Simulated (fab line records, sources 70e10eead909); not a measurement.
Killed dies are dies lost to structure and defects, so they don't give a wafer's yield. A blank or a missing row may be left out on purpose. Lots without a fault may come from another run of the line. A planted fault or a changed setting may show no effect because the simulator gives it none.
fab line records | flow nand_harc
record lots=6 wafers=18 last_day=33
route steps=1302 shown A_CONTACT@989
lots that met no fault: from a run of the same line without faults
start_h: hours from the record's first day to the start of the lot's first wafer shown | wait_h: hours since the lot's step before | " the same as in the row above | L1.1+2: a row that stands for several wafers | - no value, or no start given | * or withheld: withheld | < > ~ a bound
route shown NAME@n: a module of which the file shows steps, and the number in the route of the first | usual: mean/standard deviation of fault-free wafers | same: alike in all rows | chamber/n: place in a boat | sites: the reading at each site | _std_site: their standard deviation | _edge_site: outer sites' mean less inner sites' | radius_mm: how far each site lies from the wafer's centre | mask NAME#n: copy n | behind: the tool/chamber that last shaped the wafer | hold: why the lot was held/for how many hours/how that ended | device: the transistor (n, p or np) that didn't switch | end of line: the same wafers' tests at the end of the route | a step without rows: its recipe alone | killed: dies lost to structure and defects at the first sort, not the wafer's yield | map: a wafer's dies, x killed, . not, _ none there
set.NAME: the setting as run; set.NAME@STEP: as run at that earlier step | model.NAME: the simulator's own value behind a step, which no gauge read
lots at some steps of the route; a table a step, a row a wafer
services: from which hour (start_h, from the record's first day; less than 0 if before it) a tool's chamber was out of use, for how many hours, and why
## steps
# step NHARC_A_CONTACT_COAT_34
# recipe temp_c=260 time_s=75
# step NHARC_A_CONTACT_COAT_35
# recipe temp_c=225 time_s=65
# step NHARC_A_CONTACT_COAT_36
# recipe spin_rpm=1500 resist_thk_nm=90
# step NHARC_A_CONTACT_SOFTBAKE_37
# recipe temp_c=105 time_s=55
# step NHARC_A_CONTACT_EBR_38
# step NHARC_A_CONTACT_EXPOSE_39
# recipe na=1.35 sigma_outer=0.8 dose_mj=58.79 mask_id=A_CC_3
# step NHARC_A_CONTACT_PEB_40
# recipe peb_temp_c=100 peb_time_s=65
# step NHARC_A_CONTACT_DEVELOP_41
# recipe develop_time_s=35 dev_temp_c=23
# step NHARC_A_CONTACT_CD_MEAS_42
# recipe target_cd_nm=300 landing_energy_ev=500
# usual cd_nm=300.2/0.53
# columns lot.wafer tool chamber start_h wait_h cd_nm
L636.3 cd_sem-03 0 575.31 - 300.1
L636.4 " 0 " " 299.8
L636.5 " 0 " " 299.4
L635.1 cd_sem-02 0 576.99 - 299.8
L635.5 " 0 " " 298.9
L635.6 " 0 " " 300.7
L642.1 cd_sem-01 0 645.32 - 300.6
L642.4 " 0 " " 300.1
L642.5 " 0 " " 300.5
L643.1 cd_sem-01 0 645.82 - 301.1
L643.4 " 0 " " 300.4
L643.5 " 0 " " 300.6
L648.3 cd_sem-01 0 705.16 - 299.6
L648.4 " 0 " " 299.8
L648.5 " 0 " " 299.6
L649.2 cd_sem-03 0 717.33 - 300.2
L649.4 " 0 " " 300.8
L649.6 " 0 " " 300.4
# step NHARC_A_CONTACT_OVL_MEAS_43
# usual overlay_x_nm=-0.2/0.74 overlay_y_nm=-0.2/0.56
# columns lot.wafer tool chamber start_h wait_h overlay_x_nm overlay_y_nm
L636.3 overlay-01 - 575.39 - -0.9 -0.5
L636.4 " - " " -0.1 -0.4
L636.5 " - " " -0.9 -0.3
L635.1 overlay-02 - 577.08 - 0.3 -0.6
L635.5 " - " " 0.0 -0.2
L635.6 " - " " 0.3 -0.3
L642.1 overlay-02 - 645.41 - -1.7 0.1
L642.4 " - " " -2.0 0.5
L642.5 " - " " -2.4 0.0
L643.1 overlay-01 - 645.91 - -1.0 -0.6
L643.4 " - " " -0.4 -0.5
L643.5 " - " " -0.9 -0.1
L648.3 overlay-01 - 705.25 - 0.6 -0.8
L648.4 " - " " 0.4 -0.7
L648.5 " - " " 0.4 -0.5
L649.2 overlay-01 - 717.42 - 0.2 -0.1
L649.4 " - " " 0.0 -0.8
L649.6 " - " " -0.2 -0.1
# step NHARC_A_CONTACT_INSPECT_44
# usual raw_defect_count=78/39
# columns lot.wafer tool chamber start_h wait_h raw_defect_count
L636.3 defect_inspect-01 - 575.43 0.0 69
L636.4 " - " " 77
L636.5 " - " " 80
L635.1 defect_inspect-01 - 577.11 0.0 72
L635.5 " - " " 85
L635.6 " - " " 88
L642.1 defect_inspect-01 - 645.45 0.0 92
L642.4 " - " " 110
L642.5 " - " " 118
L643.1 defect_inspect-01 - 645.95 0.0 26
L643.4 " - " " 26
L643.5 " - " " 24
L648.3 defect_inspect-01 - 705.28 0.0 66
L648.4 " - " " 74
L648.5 " - " " 49
L649.2 defect_inspect-01 - 717.45 0.0 50
L649.4 " - " " 61
L649.6 " - " " 58
# step NHARC_A_CONTACT_DESCUM_47
# recipe time_s=3 o2_flow_sccm=200 ar_flow_sccm=0 bias_power_w=0 chemistry=O2
# usual drypump_motor_current_A=5.8/0.5 oes_product_au=1.002/0.01 rf_vpp_V=57.6/0.89 showerhead_plenum_p_Torr=1.89/0.11 throttle_valve_pct=11.311/0.0096
# columns lot.wafer tool chamber start_h wait_h drypump_motor_current_A oes_product_au rf_hours_counter_h rf_vpp_V showerhead_plenum_p_Torr throttle_valve_pct
L636.3 rie_diel-05 3 575.50 0.1 5.4 0.999 25 57.5 1.81 11.302
L636.4 " 1 " " 5.8 1.004 25 57.6 1.79 11.312
L636.5 " 3 " " 5.4 1.011 - 56.8 1.81 11.321
L635.1 rie_diel-05 3 577.20 0.1 5.4 1.001 27 55.2 1.81 11.310
L635.6 " 0 " " 6.1 0.993 - 57.3 2.03 11.323
L635.5 " 1 " " 5.8 1.008 - 57.9 1.79 11.310
L642.4 rie_diel-05 3 645.51 0.1 5.4 1.018 10 57.5 1.81 11.318
L642.1 " 1 " " 5.8 0.997 13 57.0 1.78 11.312
L642.5 " 3 " " 5.4 1.015 - 56.2 1.81 11.310
L643.4 rie_diel-05 0 646.02 0.1 6.1 1.007 12 58.5 2.02 11.313
L643.1 " 2 " " 6.5 1.014 11 58.4 2.07 11.315
L643.5 " 3 " " 5.4 1.025 - 56.6 1.81 11.321
L648.4 rie_diel-10 3 705.34 0.1 5.0 1.000 26 57.5 1.92 11.303
L648.3 " 1 " " 6.5 1.010 31 58.7 1.87 11.319
L648.5 " 0 " " 5.7 1.011 - 58.1 2.07 11.308
L649.2 rie_diel-10 0 717.53 0.1 5.7 1.025 30 57.7 2.07 11.313
L649.4 " 1 " " 6.5 1.013 33 57.5 1.87 11.309
L649.6 " 3 " " 5.0 0.999 - 58.0 1.92 11.301
# step NHARC_A_CONTACT_ETCH_48
# recipe target_depth_a=390 over_etch_frac=0.3 time_s=65 ion_energy_ev=80 cf4_flow_sccm=150 ar_flow_sccm=0 rf_w=300 bias_w=100 chemistry=CF4
# usual drypump_motor_current_A=5.8/0.51 oes_product_au=1.005/0.01 rf_vpp_V=151.1/1.4 run_length_s=86.1/0.42 showerhead_plenum_p_Torr=1.75/0.091 throttle_valve_pct=13.284/0.0095
# columns lot.wafer tool chamber start_h wait_h drypump_motor_current_A oes_product_au rf_hours_counter_h rf_vpp_V run_length_s showerhead_plenum_p_Torr throttle_valve_pct
L636.4 rie_diel-05 0 575.59 0.1 6.1 0.988 25 152.5 85.6 1.87 13.281
L636.3 " 3 " " 5.4 0.998 25 149.9 86.4 1.68 13.288
L636.5 " 0 " " 6.1 0.998 - 152.1 85.9 1.87 13.283
L635.1 rie_diel-05 3 577.28 0.1 5.4 1.008 27 151.9 86.3 1.68 13.278
L635.6 " 0 " " 6.1 0.998 - 151.9 85.7 1.87 13.293
L635.5 " 1 " " 5.8 1.008 - 148.7 86.1 1.66 13.305
L642.4 rie_diel-05 0 645.60 0.1 6.1 0.996 12 152.2 67.5 1.86 13.309
L642.1 " 2 " " 6.4 0.997 11 153.9 68.1 1.90 13.300
L642.5 " 3 " " 5.4 1.006 - 149.7 67.9 1.68 13.289
L643.1 rie_diel-05 2 646.10 0.1 6.5 0.995 11 153.6 68.1 1.91 13.275
L643.4 " 0 " " 6.1 0.994 12 152.3 67.5 1.86 13.280
L643.5 " 2 " " 6.5 0.997 - 152.6 68.2 1.90 13.293
L648.4 rie_diel-10 2 705.43 0.1 5.9 1.011 29 152.1 86.4 1.80 13.272
L648.3 " 1 " " 6.5 1.006 31 151.3 86.2 1.73 13.276
L648.5 " 3 " " 5.0 1.009 - 151.1 86.3 1.78 13.306
L649.4 rie_diel-10 1 717.60 0.1 6.5 1.019 33 150.5 86.3 1.73 13.306
L649.2 " 3 " " 5.0 1.005 29 151.8 86.8 1.77 13.276
L649.6 " 2 " " 5.9 1.000 - 151.3 86.4 1.80 13.284
# step NHARC_A_CONTACT_ETCH_49
# recipe target_depth_a=2600 over_etch_frac=0.3 time_s=475.3 ion_energy_ev=200 n2_flow_sccm=150 h2_flow_sccm=150 ar_flow_sccm=0 rf_w=400 bias_w=150 chemistry=N2/H2
# usual drypump_motor_current_A=5.8/0.51 oes_product_au=1.003/0.01 rf_vpp_V=430/3.3 run_length_s=496.4/0.38 showerhead_plenum_p_Torr=2.01/0.12 throttle_valve_pct=14.172/0.0088
# columns lot.wafer tool chamber start_h wait_h drypump_motor_current_A oes_product_au rf_hours_counter_h rf_vpp_V run_length_s showerhead_plenum_p_Torr throttle_valve_pct
L636.4 rie_diel-05 2 - - 6.5 1.014 25 428 496.8 1.88 14.173
L636.3 " 0 " " 6.1 0.994 26 434 496.1 2.16 14.192
L636.5 " 2 " " 6.4 1.006 - 426 496.4 1.88 14.168
L635.1 rie_diel-05 1 - - 5.8 1.002 26 426 496.7 1.90 14.165
L635.6 " 3 " " 5.4 0.991 - 428 496.2 1.93 14.187
L635.5 " 0 " " 6.1 0.998 - 434 495.7 2.16 14.163
L642.1 rie_diel-05 2 - - 6.4 1.000 11 434 496.6 2.21 14.185
L642.4 " 0 " " 6.1 0.991 12 434 495.8 2.16 14.179
L642.5 " 3 " " 5.4 1.018 - 429 496.5 1.92 14.169
L643.4 rie_diel-05 3 - - 5.5 1.017 11 427 496.5 1.92 14.180
L643.1 " 0 " " 6.1 0.995 13 434 496.3 2.16 14.161
L643.5 " 2 " " 6.5 1.003 - 435 496.6 2.21 14.174
L648.4 rie_diel-10 0 - - 5.7 1.027 27 436 497.0 2.21 14.175
L648.3 " 3 " " 5.0 1.006 26 431 496.7 2.05 14.182
L648.5 " 1 " " 6.5 1.016 - 429 496.9 1.99 14.182
L649.4 rie_diel-10 1 - - 6.5 1.019 33 429 496.7 1.99 14.167
L649.2 " 2 " " 5.9 1.009 32 431 496.8 2.08 14.183
L649.6 " 1 " " 6.5 1.014 - 430 496.8 1.99 14.167
## services
# columns tool chamber start_h hours kind
rie_diel-05 0 562.65 - clean
rie_diel-05 1 562.65 - clean
rie_diel-05 2 562.65 - clean
rie_diel-05 3 562.65 - clean
rie_diel-05 - 583.65 9.0 pm
rie_diel-05 0 583.65 9.0 vent_cycle
rie_diel-05 1 583.65 12.7 vent_cycle
rie_diel-05 2 583.65 9.0 vent_cycle
rie_diel-05 3 583.65 9.0 vent_cycle
rie_diel-05 0 592.65 - clean
rie_diel-05 2 592.65 - clean
rie_diel-05 2 592.65 - consumable_replace:showerhead
rie_diel-05 3 592.65 - clean
rie_diel-10 - 596.69 9.0 pm
rie_diel-05 0 617.15 - clean
rie_diel-05 1 617.15 - clean
rie_diel-05 2 617.15 - clean
rie_diel-05 3 617.15 - clean
rie_diel-05 0 617.74 2.8 repair
rie_diel-05 0 641.65 - clean
rie_diel-05 1 641.65 - clean
rie_diel-05 2 641.65 - clean
rie_diel-05 3 641.65 - clean
rie_diel-05 0 666.33 - clean
## key
first_sign step=NHARC_A_CONTACT_ETCH_48 reading=run_length_s direction=down sigmas=44 usual=* struck=*
effect none on later readings
met_at NHARC_A_CONTACT_ETCH_48
struck_wafers L642.1,L642.4,L642.5,L643.1,L643.4,L643.5
sort_left_out L642.1,L642.4,L642.5,L643.1,L643.4,L643.5
tester_left_out L642,L643
onset_between 577.28 645.60
fault kind=process_parameter_drift tool=rie_diel-05 chamber=- onset_h=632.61 steps=NHARC_A_CONTACT_ETCH_48 channel=time_s offset=* shape=step acts_in=* stated=*
# tester_left_out: of these lots the tester's yield and bins aren't shown, on N5 and GAA mostly nor the transistor test; their killed dies are dies lost to structure and defects alone, not to doping, threshold or leakage, so they don't give the yield
# sort_left_out: the simulated sort isn't trusted on such a fault, so these wafers' sort isn't shown, and their yield isn't known
